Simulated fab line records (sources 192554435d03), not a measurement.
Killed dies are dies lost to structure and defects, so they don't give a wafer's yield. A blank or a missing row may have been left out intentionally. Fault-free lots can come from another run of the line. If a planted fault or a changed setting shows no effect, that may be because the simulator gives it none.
One fault seen from 3 desks    flow n5-finfet    each desk holds nothing but its own numbers, with what lay behind them at the end

## METROLOGY DESK
What the gauges read for every lot (on any tool): the sampled wafers with a number, averaged. The brackets show how far a lot's mean lies from the usual mean; more than 4 standard deviations puts the lot out of limits, marked OUT. Shown here are 7 of its 12 readings, the ones lying furthest out on some lot.
Columns: A = cd-nm at N5_BEOL_M1_CD_MEAS_28, usual 23.96 nm; B = V0_OVL at N5_BEOL_M1_OVL_MEAS_29, usual -0.7 nm; C = DIBL_N at N5_BEOL_M4_RC_MEAS_101, usual 36.2 mV/V; D = DIBL_P at N5_BEOL_M4_RC_MEAS_101, usual 36.1 mV/V; E = IOFF_N at N5_BEOL_M4_RC_MEAS_101, usual 0.16 nA/um; F = IOFF_P at N5_BEOL_M4_RC_MEAS_101, usual 0.22 nA/um; G = SS_N at N5_BEOL_M4_RC_MEAS_101, usual 71.4 mV/dec
lot   first seen here  A      B     C     D     E     F     G
L854  day 6 18:07      24.24  -0.9  37.1  36.0  0.16  0.22  71.8
L864  day 9 18:16      24.10  0.2   36.0  37.5  0.17  0.22  71.4
L865  day 10 02:53     23.55  -1.2  34.8  35.8  0.14  0.17  71.2
L867  day 10 15:05     23.77  -0.1  33.9  32.6  0.12  0.17  71.2
L870  day 11 03:46     23.95  -0.1  38.4  37.3  0.21  0.22  72.9
L871  day 11 04:02     24.16  -0.1  37.7  35.5  0.16  0.22  70.6
L874  day 12 06:58     24.21  -1.3  35.2  36.2  0.14  0.20  71.2
Finding of this desk: none of the 7 lots has anything out of limits.

## THE DEFECT DESK
Counts from the inspections along the route, per lot, as means over the sampled wafers that have a number. The brackets show how far a lot's mean lies from the usual mean; more than 4 standard deviations puts the lot out of limits, marked OUT.
Columns: A = raw-defect-count at N5_BEOL_M1_INSPECT_30, usual 391
lot   first seen here  A
L854  day 6 18:13      315
L864  day 9 18:21      432
L865  day 10 02:58     349
L867  day 10 15:10     423
L870  day 11 03:52     283
L871  day 11 04:08     402
L874  day 12 07:03     394
Finding of this desk: none of the 7 lots has anything out of limits.

## TOOL OWNER'S DESK, rie-diel-03
The tool's own readings at N5_BEOL_M1_VIA_ETCH_34 (etches the open film in C4F6/O2, target depth 67.8 nm, time 64.4 s): means of the sampled wafers that have a number, for each lot that ran on this tool. The brackets show how far a lot's mean lies from the usual mean; more than 4 standard deviations puts the lot out of limits, marked OUT.
Columns: A = drypump-motor-current-A at N5_BEOL_M1_VIA_ETCH_34, usual 5.6 A; B = oes_o_777_au at N5_BEOL_M1_VIA_ETCH_34, usual 0.77 a.u.; C = oes-product-au at N5_BEOL_M1_VIA_ETCH_34, usual 0.78 a.u.; D = rf-vpp-V at N5_BEOL_M1_VIA_ETCH_34, usual 668 V; E = showerhead-plenum-p-Torr at N5_BEOL_M1_VIA_ETCH_34, usual 2.84 Torr; F = throttle-valve-pct at N5_BEOL_M1_VIA_ETCH_34, usual 30.88 %
lot   first seen here  A    B     C                D    E     F
L854  day 6 18:40      5.4  0.76  0.77             675  2.89  30.82
L864  day 9 21:17      5.4  0.78  0.87             677  2.85  30.96
L865  day 10 03:31     5.1  0.85  1.12 (+4.1) OUT  674  2.88  30.80
L867  day 10 17:38     5.1  0.84  1.11 (+4.0) OUT  674  2.87  30.80
This desk finds L865, L867 out of limits, L865 being first, at day 10 03:31 (oes-product-au at N5_BEOL_M1_VIA_ETCH_34). L854, L864 stayed within limits.

## TAKEN TOGETHER
At day 10 03:31, on L865, L867, the tool owner's desk was in a position to raise an alarm.
Nothing out of limits was seen by the metrology desk.
No out-of-limits result turned up at the defect desk.
The metrology desk holds a record of L865, L867, inside its limits.
The defect desk has L865, L867 on record, within its limits.
On rie-diel-03, each named lot ran N5_BEOL_M1_VIA_ETCH_34.

## WHAT THE SIMULATOR PUT IN
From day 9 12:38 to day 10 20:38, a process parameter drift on rie-diel-03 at N5_BEOL_M1_VIA_ETCH_34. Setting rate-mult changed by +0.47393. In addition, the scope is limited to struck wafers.
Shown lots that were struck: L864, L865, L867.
Each desk's first reading out of limits, in hours after the fault started: the tool owner's desk, 15.
